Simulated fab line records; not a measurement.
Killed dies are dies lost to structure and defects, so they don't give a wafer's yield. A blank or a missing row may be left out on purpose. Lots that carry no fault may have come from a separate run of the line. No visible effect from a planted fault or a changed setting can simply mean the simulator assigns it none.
fab line records	flow n5_finfet	part 1 of 2: steps 1 to 22 of 32
record: lots: 5	wafers: 15	last_day: 18
route steps=1938 shown BEOL_M1@759
lots with no fault: from the same line, run without faults
start_h: start of the lot's first displayed wafer, in hours after the record's first day	wait_h: hours from the lot's prior step to this one	" the same as in the row above	L1.1+2: a row that stands for several wafers	- either no value or no given start	* or withheld: withheld	< > ~ a bound
route shown NAME@n: NAME is a module with steps in the file, n the number in the route of the first one	usual: average and standard deviation across the fault-free wafers	same: alike in all rows	chamber/n: place in a boat	sites: the reading at each site	_std_site: the standard deviation of these	_edge_site: mean of outer sites minus mean of inner sites	radius_mm: for every site, how far away it sits from the centre of the wafer	mask NAME#n: copy n	behind: the last tool/chamber to shape the wafer	hold: the reason the lot was held/the length of the hold in hours/how it ended	device: the transistor (n, p or np) that didn't switch	end of line: the route-end tests of the same wafers	for a step that has no rows: nothing shown but its recipe	killed: dies that structure and defects cost at the first sort, which is not the same as the wafer's yield	map: the dies of a wafer, with x for killed, . for not killed, _ for no die there
set.NAME: setting as actually run; set.NAME@STEP: the setting as run at that earlier step	model.NAME: the simulator's own value behind a step, which no gauge read
a table for each step, a row for each wafer; lots at some steps of the route
services: a tool's chamber out of use, with start hour (start_h, from the record's first day; less than 0 if before it), hours out, and reason
== steps ==
step: N5_BEOL_M1_EBR_07
recipe: solvent: PGMEA	ebr_width_mm: 1.5
lot.wafer	tool	chamber	start_h	wait_h
L076.1+2+5	litho_track-05	0	-	-
L083.3+5+6	litho_track-02	0	-	-
L092.1+3+5	litho_track-01	0	-	-
L087.4+5+6	litho_track-02	0	-	-
L086.1+2+6	litho_track-05	0	-	-
step: N5_BEOL_M1_SOFTBAKE_06
recipe: temp_c: 110	time_s: 60	resist: CAR-EUV
same: time_s: 60
lot.wafer	tool	chamber	start_h	wait_h
L076.1+2+5	litho_track-05	0	-	-
L083.3+5+6	litho_track-02	0	-	-
L092.1+3+5	litho_track-01	0	-	-
L087.4+5+6	litho_track-02	0	-	-
L086.1+2+6	litho_track-05	0	-	-
step: N5_BEOL_M1_EXPOSE_08
recipe: mask_id: M1	na: 0.33	source_shape: dipole	sigma_inner: 0.369	sigma_outer: 0.767	polarization: unpolarized	dose_mj: 33
lot.wafer	tool	chamber	start_h	wait_h	mask
L076.1+2+5	euv_scanner-01	0	132.42	-	M1#0
L083.3+5+6	euv_scanner-01	0	173.16	-	M1#0
L092.1+3+5	euv_scanner-02	0	253.61	-	M1#0
L087.4+5+6	euv_scanner-02	0	253.67	-	M1#0
L086.1+2+6	euv_scanner-02	0	254.66	-	M1#0
step: N5_BEOL_M1_PEB_09
recipe: peb_temp_c: 100	peb_time_s: 60	resist: CAR-EUV
lot.wafer	tool	chamber	start_h	wait_h
L076.1+2+5	litho_track-01	0	132.48	0.1
L083.3+5+6	litho_track-02	0	173.21	0.0
L092.1+3+5	litho_track-05	0	253.67	0.1
L087.4+5+6	litho_track-02	0	253.71	0.0
L086.1+2+6	litho_track-05	0	254.72	0.1
step: N5_BEOL_M1_DEVELOP_10
recipe: develop_time_s: 30	developer: TMAH	resist: CAR-EUV	rinse_liquid: surfactant_rinse	dry: air_spin	dev_temp_c: 23
lot.wafer	tool	chamber	start_h	wait_h
L076.1+2+5	litho_track-01	0	-	-
L083.3+5+6	litho_track-02	0	-	-
L092.1+3+5	litho_track-05	0	-	-
L087.4+5+6	litho_track-02	0	-	-
L086.1+2+6	litho_track-05	0	-	-
step: N5_BEOL_M1_CD_MEAS_11
recipe: target_cd_nm: 17.05	landing_energy_ev: 500	detector: se_inlens	polarity: opening
usual: cd_nm: 17.1/0.31
lot.wafer	tool	chamber	start_h	wait_h	cd_nm
L076.1	cd_sem-01	0	132.54	-	16.9
L076.2	"	0	"	"	17.3
L076.5	"	0	"	"	16.9
L083.3	cd_sem-02	0	173.28	-	17.0
L083.5	"	0	"	"	16.5
L083.6	"	0	"	"	17.1
L092.1	cd_sem-02	0	253.74	-	17.1
L092.3	"	0	"	"	17.3
L092.5	"	0	"	"	17.2
L087.4	cd_sem-01	0	253.78	-	16.5
L087.5	"	0	"	"	16.5
L087.6	"	0	"	"	17.2
L086.1	cd_sem-01	0	254.79	-	17.3
L086.2	"	0	"	"	17.3
L086.6	"	0	"	"	16.7
step: N5_BEOL_M1_OVL_MEAS_12
recipe: points_per_wafer: 522
usual: M1_OVL: -0.3/0.75
lot.wafer	tool	chamber	start_h	wait_h	M1_OVL[nm]
L076.1	overlay-02	0	132.57	0.0	1.4
L076.2	"	0	"	"	-0.6
L076.5	"	0	"	"	1.0
L083.3	overlay-01	0	173.32	0.0	-1.6
L083.5	"	0	"	"	-1.4
L083.6	"	0	"	"	0.4
L092.1	overlay-01	0	253.77	0.0	-0.6
L092.3	"	0	"	"	0.0
L092.5	"	0	"	"	-0.2
L087.4	overlay-02	0	253.82	0.0	0.5
L087.5	"	0	"	"	1.0
L087.6	"	0	"	"	-0.2
L086.1	overlay-01	0	254.82	0.0	-0.4
L086.2	"	0	"	"	-1.4
L086.6	"	0	"	"	-0.7
step: N5_BEOL_M1_INSPECT_13
recipe: mode: adi	inspect_instrument: brightfield
usual: raw_defect_count: 372/82
lot.wafer	tool	chamber	start_h	wait_h	raw_defect_count
L076.1	defect_inspect-01	-	132.63	0.1	391
L076.2	"	-	"	"	248
L076.5	"	-	"	"	393
L083.3	defect_inspect-01	-	173.37	0.0	533
L083.5	"	-	"	"	402
L083.6	"	-	"	"	419
L092.1	defect_inspect-02	-	253.83	0.1	371
L092.3	"	-	"	"	366
L092.5	"	-	"	"	346
L087.4	defect_inspect-02	-	253.87	0.0	424
L087.5	"	-	"	"	243
L087.6	"	-	"	"	359
L086.1	defect_inspect-02	-	254.87	0.1	260
L086.2	"	-	"	"	301
L086.6	"	-	"	"	354
step: N5_BEOL_M1_DESCUM_16
recipe: chemistry: O2	time_s: 7	source_power_w: 50	bias_power_w: 20	pressure_mtorr: 20	rf_frequency_hz: 2.712e+07	temp_c: 40	resist: CAR-EUV	o2_flow_sccm: 225
usual: drypump_motor_current_A: 5.6/0.67	oes_product_au: 0.76/0.065	rf_fwd_power_W: 49.34/0.25	rf_vpp_V: 243.4/1.4	showerhead_plenum_p_Torr: 2.10/0.069	throttle_valve_pct: 20.52/0.27
same: time_s: 7
lot.wafer	tool	chamber	start_h	wait_h	drypump_motor_current_A	oes_product_au	rf_fwd_power_W	rf_hours_counter_h	rf_vpp_V	showerhead_plenum_p_Torr	throttle_valve_pct
L076.1	rie_diel-06	0	132.93	0.3	6.3	0.85	49.20	58	246.8	2.20	20.08
L076.2	"	1	"	"	5.4	0.74	49.39	176	242.9	2.08	20.51
L076.5	"	0	"	"	6.4	0.85	49.07	-	245.3	2.20	20.07
L083.3	rie_diel-05	1	173.40	0.0	6.7	0.73	49.26	157	242.1	1.99	20.46
L083.5	"	0	"	"	6.7	0.69	49.12	-	242.8	1.98	20.73
L083.6	"	3	"	"	4.9	0.93	49.54	-	245.1	2.23	20.42
L092.1	rie_diel-01	2	254.23	0.4	5.6	0.74	49.26	176	243.8	2.09	20.75
L092.3	"	3	"	"	4.7	0.69	49.60	252	243.0	2.08	20.91
L092.5	"	2	"	"	5.6	0.74	49.19	-	245.1	2.09	20.73
L087.4	rie_diel-06	2	254.49	0.6	6.5	0.87	49.02	26	242.7	2.04	20.06
L087.5	"	2	"	"	6.5	0.87	48.86	-	242.8	2.04	20.04
L087.6	"	1	"	"	5.4	0.71	49.45	-	243.3	2.07	20.55
L086.1	rie_diel-01	2	255.51	0.6	5.5	0.75	49.40	177	243.3	2.09	20.77
L086.2	"	3	"	"	4.7	0.68	49.59	253	241.4	2.07	20.91
L086.6	"	2	"	"	5.5	0.74	49.27	-	242.9	2.09	20.76
step: N5_BEOL_M1_ETCH_74
recipe: chemistry: N2/H2	target: underlayer	target_depth_a: 65	mask_material: CAR-EUV	time_s: 5.2	ion_energy_ev: 200	pressure_mtorr: 30	source_w: 840	bias_w: 150	n2_flow_sccm: 200	h2_flow_sccm: 200	ends: cleared
usual: drypump_motor_current_A: 5.6/0.66	etch_rf_on_time_s: 5.20/0.11	oes_product_au: 0.65/0.055	rf_fwd_power_W: 819.1/2.5	rf_vpp_V: 524.2/2.7	showerhead_plenum_p_Torr: 2.55/0.086	throttle_valve_pct: 17.94/0.21
lot.wafer	tool	chamber	start_h	wait_h	drypump_motor_current_A	etch_rf_on_time_s	oes_product_au	rf_fwd_power_W	rf_hours_counter_h	rf_vpp_V	showerhead_plenum_p_Torr	throttle_valve_pct
L076.1	rie_diel-06	0	132.96	0.0	6.4	5.29	0.71	819.1	58	526.9	2.69	17.52
L076.2	"	1	"	"	5.4	5.44	0.62	820.2	176	524.5	2.52	17.88
L076.5	"	0	"	"	6.3	5.33	0.70	816.2	-	526.8	2.69	17.53
L083.3	rie_diel-05	1	173.43	0.0	6.7	5.24	0.64	817.9	157	519.4	2.43	18.01
L083.5	"	0	"	"	6.7	5.06	0.61	820.4	-	517.9	2.40	18.21
L083.6	"	3	"	"	4.9	5.08	0.80	819.2	-	529.1	2.72	17.82
L092.1	rie_diel-01	2	254.26	0.0	5.6	5.21	0.64	820.2	176	522.7	2.51	18.02
L092.3	"	3	"	"	4.8	5.20	0.59	820.1	252	521.3	2.50	18.21
L092.5	"	2	"	"	5.6	5.22	0.64	820.6	-	524.3	2.51	18.02
L087.4	rie_diel-06	2	254.52	0.0	6.5	5.17	0.75	823.0	26	520.7	2.49	17.54
L087.5	"	2	"	"	6.5	5.14	0.75	819.4	-	522.0	2.49	17.56
L087.6	"	1	"	"	5.4	5.41	0.60	821.4	-	521.9	2.51	17.95
L086.1	rie_diel-01	2	255.54	0.0	5.6	5.24	0.64	820.3	177	526.0	2.51	18.01
L086.2	"	3	"	"	4.7	5.17	0.59	824.0	253	522.1	2.50	18.19
L086.6	"	2	"	"	5.6	5.26	0.63	820.9	-	522.9	2.51	17.98
step: N5_BEOL_M1_ETCH_63
recipe: chemistry: CF4	target: SiARC	target_depth_a: 156	mask_material: CAR-EUV	time_s: 26	ion_energy_ev: 80	pressure_mtorr: 40	source_w: 545	bias_w: 36	Ar_flow_sccm: 100	cf4_flow_sccm: 100	ends: cleared
usual: drypump_motor_current_A: 5.6/0.67	etch_rf_on_time_s: 26.1/0.49	oes_product_au: 0.64/0.055	rf_fwd_power_W: 532.2/2	rf_vpp_V: 184.2/1.2	showerhead_plenum_p_Torr: 2.15/0.064	throttle_valve_pct: 15.73/0.23
lot.wafer	tool	chamber	start_h	wait_h	drypump_motor_current_A	etch_rf_on_time_s	oes_product_au	rf_fwd_power_W	rf_hours_counter_h	rf_vpp_V	showerhead_plenum_p_Torr	throttle_valve_pct
L076.1	rie_diel-06	0	132.98	0.0	6.3	26.0	0.73	532.9	58	185.0	2.25	15.28
L076.2	"	1	"	"	5.4	27.2	0.61	533.9	176	182.8	2.13	15.70
L076.5	"	0	"	"	6.4	26.1	0.73	530.0	-	185.4	2.25	15.29
L083.3	rie_diel-05	1	173.45	0.0	6.7	26.4	0.63	531.8	157	183.2	2.06	15.76
L083.5	"	0	"	"	6.7	25.7	0.60	531.0	-	184.2	2.04	16.03
L083.6	"	3	"	"	4.9	25.5	0.80	533.8	-	186.0	2.27	15.51
L092.1	rie_diel-01	2	254.28	0.0	5.5	26.6	0.63	532.6	176	183.2	2.14	15.89
L092.3	"	3	"	"	4.8	26.3	0.58	532.4	252	182.2	2.10	15.97
L092.5	"	2	"	"	5.5	26.7	0.63	530.4	-	183.4	2.14	15.89
L087.4	rie_diel-06	2	254.54	0.0	6.5	25.7	0.75	531.8	26	184.8	2.11	15.28
L087.5	"	2	"	"	6.5	25.5	0.75	531.7	-	184.0	2.11	15.27
L087.6	"	1	"	"	5.4	26.9	0.59	529.8	-	184.7	2.12	15.79
L086.1	rie_diel-01	2	255.56	0.0	5.6	26.9	0.63	529.5	177	184.5	2.14	15.91
L086.2	"	3	"	"	4.7	25.8	0.59	531.7	253	184.9	2.10	15.97
L086.6	"	2	"	"	5.5	26.6	0.63	530.0	-	184.3	2.13	15.91
step: N5_BEOL_M1_ETCH_64
recipe: chemistry: N2/H2	target: SOC	target_depth_a: 750	overetch_a: 150	mask_material: SiARC	temp_c: 40	time_s: 112.5	ion_energy_ev: 200	pressure_mtorr: 30	source_w: 840	bias_w: 150	n2_flow_sccm: 200	h2_flow_sccm: 200
usual: drypump_motor_current_A: 5.6/0.67	oes_product_au: 0.60/0.049	rf_fwd_power_W: 836.6/2.7	rf_vpp_V: 524.2/2.3	showerhead_plenum_p_Torr: 2.55/0.086	throttle_valve_pct: 17.90/0.21
same: time_s: 112.5
lot.wafer	tool	chamber	start_h	wait_h	drypump_motor_current_A	oes_product_au	rf_fwd_power_W	rf_hours_counter_h	rf_vpp_V	showerhead_plenum_p_Torr	throttle_valve_pct
L076.1	rie_diel-06	1	133.01	0.0	5.4	0.59	839.5	176	524.8	2.52	17.83
L076.2	"	3	"	"	5.4	0.59	835.8	161	524.0	2.53	17.92
L076.5	"	0	"	"	6.4	0.67	834.6	-	529.7	2.69	17.50
L083.3	rie_diel-05	1	173.48	0.0	6.7	0.59	837.9	157	519.4	2.43	17.95
L083.5	"	0	"	"	6.7	0.56	840.6	-	521.0	2.40	18.15
L083.6	"	3	"	"	5.0	0.73	834.2	-	529.0	2.72	17.78
L092.1	rie_diel-01	2	254.31	0.0	5.6	0.59	834.3	176	524.1	2.51	17.95
L092.3	"	3	"	"	4.7	0.54	840.2	252	523.2	2.50	18.17
L092.5	"	2	"	"	5.6	0.60	835.9	-	523.5	2.51	17.96
L087.4	rie_diel-06	2	254.57	0.0	6.5	0.69	839.7	26	521.9	2.49	17.50
L087.5	"	2	"	"	6.5	0.69	837.5	-	523.3	2.49	17.51
L087.6	"	1	"	"	5.4	0.57	837.6	-	522.5	2.51	17.88
L086.1	rie_diel-01	2	255.59	0.0	5.6	0.59	833.3	177	522.5	2.51	17.95
L086.2	"	3	"	"	4.7	0.54	832.5	253	523.2	2.50	18.17
L086.6	"	2	"	"	5.5	0.59	835.2	-	522.4	2.51	17.98
step: N5_BEOL_M1_STRIP_65
recipe: chemistry: N2/H2	temp_c: 40	n2_flow_sccm: 200	h2_flow_sccm: 200	rf_frequency_hz: 6e+07
lot.wafer	tool	chamber	start_h	wait_h
L076.1+2+5	rie_diel-06	3,0,0	133.17	0.1
L083.3+5+6	rie_diel-05	1,0,3	173.59	0.1
L092.1+3+5	rie_diel-01	2,3,2	254.42	0.1
L087.4+5+6	rie_diel-06	2,2,1	254.67	0.1
L086.1+2+6	rie_diel-01	2,3,2	255.70	0.1
step: N5_BEOL_M1_STRIP_75
recipe: chemistry: N2/H2	temp_c: 40	n2_flow_sccm: 200	h2_flow_sccm: 200	rf_frequency_hz: 6e+07
lot.wafer	tool	chamber	start_h	wait_h
L076.1+2+5	rie_diel-06	3,0,0	133.18	0.0
L083.3+5+6	rie_diel-05	1,0,3	173.60	0.0
L092.1+3+5	rie_diel-01	2,3,2	254.43	0.0
L087.4+5+6	rie_diel-06	2,2,1	254.68	0.0
L086.1+2+6	rie_diel-01	2,3,2	255.71	0.0
step: N5_BEOL_M1_STRIP_66
recipe: chemistry: CF4	resist: SiARC	power_w: 300	bias_power_w: 75	pressure_mtorr: 50	cf4_flow_sccm: 150	rf_frequency_hz: 6e+07
usual: drypump_motor_current_A: 5.6/0.67	oes_product_au: 0.75/0.06	power_w: 300.2/0.91	rf_fwd_power_W: 292.5/0.9	rf_vpp_V: 271.3/1.5	showerhead_plenum_p_Torr: 1.80/0.058	throttle_valve_pct: 13.71/0.24
lot.wafer	tool	chamber	start_h	wait_h	drypump_motor_current_A	oes_product_au	power_w	rf_fwd_power_W	rf_hours_counter_h	rf_vpp_V	showerhead_plenum_p_Torr	throttle_valve_pct
L076.1	rie_diel-06	3	133.20	0.0	5.4	0.74	299.8	291.3	161	271.9	1.78	13.64
L076.2	"	0	"	"	6.4	0.83	300.0	292.8	58	273.3	1.88	13.26
L076.5	"	0	"	"	6.4	0.83	300.4	293.4	-	272.9	1.88	13.28
L083.3	rie_diel-05	1	173.61	0.0	6.7	0.73	298.9	294.3	157	268.3	1.72	13.68
L083.5	"	0	"	"	6.7	0.69	300.7	293.8	-	269.6	1.71	13.96
L083.6	"	3	"	"	5.0	0.91	299.1	291.6	-	274.7	1.90	13.46
L092.1	rie_diel-01	2	254.44	0.0	5.6	0.74	300.8	291.4	176	270.7	1.79	13.87
L092.3	"	3	"	"	4.7	0.68	301.3	291.9	252	270.5	1.76	13.96
L092.5	"	2	"	"	5.5	0.74	300.0	291.8	-	272.7	1.79	13.86
L087.4	rie_diel-06	2	254.69	0.0	6.5	0.85	300.7	291.7	26	270.1	1.76	13.19
L087.5	"	2	"	"	6.5	0.86	300.4	292.9	-	270.4	1.76	13.20
L087.6	"	1	"	"	5.4	0.71	300.3	292.2	-	270.2	1.78	13.80
L086.1	rie_diel-01	2	255.72	0.0	5.5	0.74	299.8	293.4	177	271.1	1.79	13.86
L086.2	"	3	"	"	4.7	0.68	300.9	292.4	253	269.4	1.76	13.95
L086.6	"	2	"	"	5.6	0.74	300.0	292.8	-	271.6	1.79	13.87
step: N5_BEOL_M1_HM_OPEN_17
recipe: chemistry: Cl2/BCl3	target_depth_a: 200	overetch_a: 60	target: TiN	mask_material: SOC	ion_energy_ev: 150	pressure_mtorr: 10	icp_w: 1000	bias_w: 126	Cl2_flow_sccm: 53.25	bcl3_flow_sccm: 21.75	Ar_flow_sccm: 25
usual: drypump_motor_current_A: 5.8/0.31	oes_product_au: 0.71/0.086	rf_fwd_power_W: 994/3.7	throttle_valve_pct: 22.06/0.23
lot.wafer	tool	chamber	start_h	wait_h	drypump_motor_current_A	oes_product_au	rf_fwd_power_W	rf_hours_counter_h	throttle_valve_pct
L076.1	rie_metal-02	1	133.25	0.0	5.6	0.77	995	4	22.03
L076.2	"	0	"	"	5.9	0.70	991	27	21.67
L076.5	"	1	"	"	5.7	0.78	992	-	22.02
L083.3	rie_metal-01	1	173.68	0.1	5.2	0.68	996	-	22.10
L083.5	"	0	"	"	5.8	0.52	996	-	22.58
L083.6	"	1	"	"	5.1	0.68	993	-	22.08
L092.1	rie_metal-03	1	254.48	0.0	6.2	0.81	985	2	22.00
L092.3	"	1	"	"	6.2	0.81	985	-	22.00
L092.5	"	0	"	"	6.0	0.71	999	-	22.17
L087.4	rie_metal-01	0	254.77	0.1	5.8	0.80	994	-	22.26
L087.5	"	1	"	"	5.1	0.66	998	-	22.11
L087.6	"	0	"	"	5.8	0.81	996	-	22.27
L086.1	rie_metal-03	0	255.76	0.0	6.0	0.70	995	27	22.17
L086.2	"	1	"	"	6.1	0.80	991	2	22.01
L086.6	"	0	"	"	6.0	0.71	993	-	22.18
step: N5_BEOL_M1_STRIP_19
recipe: chemistry: O2	power_w: 400	temp_c: 40	pressure_mtorr: 30	rf_frequency_hz: 6e+07	bias_power_w: 0	overash_fraction: 0.2	o2_flow_sccm: 225
usual: drypump_motor_current_A: 5.6/0.61	oes_product_au: 0.76/0.065	rf_vpp_V: 3.7/0.49	showerhead_plenum_p_Torr: 2.11/0.06	throttle_valve_pct: 16.74/0.27
lot.wafer	tool	chamber	start_h	wait_h	drypump_motor_current_A	oes_product_au	rf_hours_counter_h	rf_vpp_V	showerhead_plenum_p_Torr	throttle_valve_pct
L076.1	rie_diel-01	2	133.36	0.1	5.6	0.78	135	4.9	2.11	16.90
L076.2	"	0	"	"	5.0	0.78	142	3.9	2.19	16.92
L076.5	"	1	"	"	5.2	0.69	-	2.8	2.15	16.61
L083.3	rie_diel-01	1	173.78	0.1	5.2	0.69	225	5.2	2.15	16.63
L083.5	"	2	"	"	5.6	0.77	-	3.7	2.10	16.94
L083.6	"	3	"	"	4.7	0.71	-	2.6	2.09	17.08
L092.1	rie_diel-06	2	254.71	0.2	6.5	0.88	26	3.5	2.05	16.28
L092.3	"	0	"	"	6.4	0.81	93	4.2	2.20	16.43
L092.5	"	3	"	"	5.5	0.72	-	3.4	2.06	16.71
L087.4	rie_diel-06	1	254.87	0.1	5.4	0.71	209	3.2	2.08	16.83
L087.5	"	1	"	"	5.4	0.71	-	4.2	2.08	16.84
L087.6	"	2	"	"	6.5	0.88	-	3.5	2.04	16.27
L086.1	rie_diel-06	3	255.88	0.1	5.4	0.71	195	3.6	2.06	16.71
L086.2	"	0	"	"	6.4	0.80	94	3.4	2.20	16.42
L086.6	"	3	"	"	5.4	0.72	-	3.6	2.06	16.70
step: N5_BEOL_M1_CD_MEAS_18
recipe: pitch_nm: 36	target_cd_nm: 18
usual: cd_nm: 18.2/0.36
lot.wafer	tool	chamber	start_h	wait_h	cd_nm
L076.1	cd_sem-03	-	133.43	0.0	18.1
L076.2	"	-	"	"	18.2
L076.5	"	-	"	"	18.3
L083.3	cd_sem-03	-	173.85	0.1	18.2
L083.5	"	-	"	"	17.2
L083.6	"	-	"	"	18.1
L092.1	cd_sem-03	-	254.78	0.0	18.2
L092.3	"	-	"	"	18.1
L092.5	"	-	"	"	18.3
L087.4	cd_sem-02	-	254.94	0.1	18.0
L087.5	"	-	"	"	18.5
L087.6	"	-	"	"	17.4
L086.1	cd_sem-03	-	255.95	0.0	18.1
L086.2	"	-	"	"	18.0
L086.6	"	-	"	"	17.6
step: N5_BEOL_M1_COAT_67
recipe: resist: SOC	temp_c: 250	time_s: 60	spin_rpm: 1500	resist_thk_nm: 60
same: time_s: 60
lot.wafer	tool	chamber	start_h	wait_h
L076.1+2+5	litho_track-05	0	133.47	0.0
L083.3+5+6	litho_track-01	0	173.88	0.0
L092.1+3+5	litho_track-02	0	254.82	0.0
L087.4+5+6	litho_track-05	0	254.97	0.0
L086.1+2+6	litho_track-02	0	255.99	0.0
step: N5_BEOL_M1_COAT_68
recipe: resist: SiARC	temp_c: 220	time_s: 60	spin_rpm: 1500	resist_thk_nm: 12
same: time_s: 60
lot.wafer	tool	chamber	start_h	wait_h
L076.1+2+5	litho_track-05	0	-	-
L083.3+5+6	litho_track-01	0	-	-
L092.1+3+5	litho_track-02	0	-	-
L087.4+5+6	litho_track-05	0	-	-
L086.1+2+6	litho_track-02	0	-	-
step: N5_BEOL_M1_COAT_76
recipe: resist: underlayer	temp_c: 205	time_s: 60	spin_rpm: 1500	resist_thk_nm: 5
same: time_s: 60
lot.wafer	tool	chamber	start_h	wait_h
L076.1+2+5	litho_track-05	0	-	-
L083.3+5+6	litho_track-01	0	-	-
L092.1+3+5	litho_track-02	0	-	-
L087.4+5+6	litho_track-05	0	-	-
L086.1+2+6	litho_track-02	0	-	-
step: N5_BEOL_M1_COAT_22
recipe: resist: CAR-EUV	spin_rpm: 1500	resist_thk_nm: 30
lot.wafer	tool	chamber	start_h	wait_h
L076.1+2+5	litho_track-05	0	-	-
L083.3+5+6	litho_track-01	0	-	-
L092.1+3+5	litho_track-02	0	-	-
L087.4+5+6	litho_track-05	0	-	-
L086.1+2+6	litho_track-02	0	-	-
